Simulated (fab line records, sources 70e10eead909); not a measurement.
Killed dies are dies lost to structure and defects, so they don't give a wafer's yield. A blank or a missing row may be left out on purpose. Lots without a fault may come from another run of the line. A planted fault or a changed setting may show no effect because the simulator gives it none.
Tool commonality check | flow nand_harc | 3 lots, 7 wafers sampled

WHY IT WAS OPENED
At NHARC_END_SORT_01 the reading killed_at_array is flagged on 2 of 3 lots. Wafers without a fault read 24, standard deviation 8.4.
Rule: a lot is flagged when every wafer of it that has a number lies more than 4 standard deviations from that mean, or none has a number. The other lots count as sound.

lot  | measured     | on        | killed_at_array, wafer by wafer | flag
L430 | day 21 00:20 | prober-01 | 675 671 673                     | FLAGGED
L429 | day 21 02:35 | prober-02 | 673 677 674                     | FLAGGED
L438 | day 23 10:20 | prober-02 | 29                              |
The numbers of the flagged lots are 674 on average: +650 against the usual, or +77 standard deviations.

WHICH TOOL RAN EACH LOT
The record holds 2 process steps before the reading, out of a route of 1159 steps. In each cell: the tool, then ch and the chambers that the sampled wafers went through, then the start.
lot  | flag    | NHARC_A_SGD_CUT_ETCH_58            | NHARC_A_SGD_CUT_CMP_21
L430 | FLAGGED | rie_diel-07 ch 0,1,2, day 15 02:07 | cmp-01 ch 0,3, day 15 07:19
L429 | FLAGGED | rie_diel-07 ch 1,2,3, day 15 14:29 | cmp-02 ch 1,3, day 15 20:06
L438 |         | rie_diel-13 ch 2,3, day 17 17:12   | cmp-04 ch 1,2, day 18 01:13
What these steps do:
- NHARC_A_SGD_CUT_ETCH_58: etches the open film in CF4, target depth 39 nm, time 65 s.
- NHARC_A_SGD_CUT_CMP_21: polishes, target thk 148.19 nm.
- NHARC_END_SORT_01

FLAGGED OVER TOTAL, TOOL BY TOOL (the gauges that took the reading come last)
step                    | tool        | lots run | flagged | share of the flagged lots | sound lots run after its first flagged lot
NHARC_A_SGD_CUT_ETCH_58 | rie_diel-07 | 2        | 2       | all                       | 0
NHARC_A_SGD_CUT_ETCH_58 | rie_diel-13 | 1        | 0       | none                      | -
NHARC_A_SGD_CUT_CMP_21  | cmp-01      | 1        | 1       | some                      | 0
NHARC_A_SGD_CUT_CMP_21  | cmp-02      | 1        | 1       | some                      | 0
NHARC_A_SGD_CUT_CMP_21  | cmp-04      | 1        | 0       | none                      | -
NHARC_END_SORT_01       | prober-01   | 1        | 1       | some                      | 0
NHARC_END_SORT_01       | prober-02   | 2        | 1       | some                      | 1 (L438)

WHAT THE TABLE ALLOWS
1 row of the table ran every flagged lot: rie_diel-07 at NHARC_A_SGD_CUT_ETCH_58.
- rie_diel-07 at NHARC_A_SGD_CUT_ETCH_58: 2 of its 2 lots flagged. It ran no sound lot before its first flagged lot in this sample, so the start can't be narrowed down.
One tool is left: rie_diel-07 at NHARC_A_SGD_CUT_ETCH_58.

WHAT THE SIMULATOR HAD PUT IN
Skipped step whole: rie_diel-07, from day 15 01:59 on, at NHARC_A_SGD_CUT_ETCH_58. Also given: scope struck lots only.
Lots struck among those shown: L430, L429. The rule above found the same.
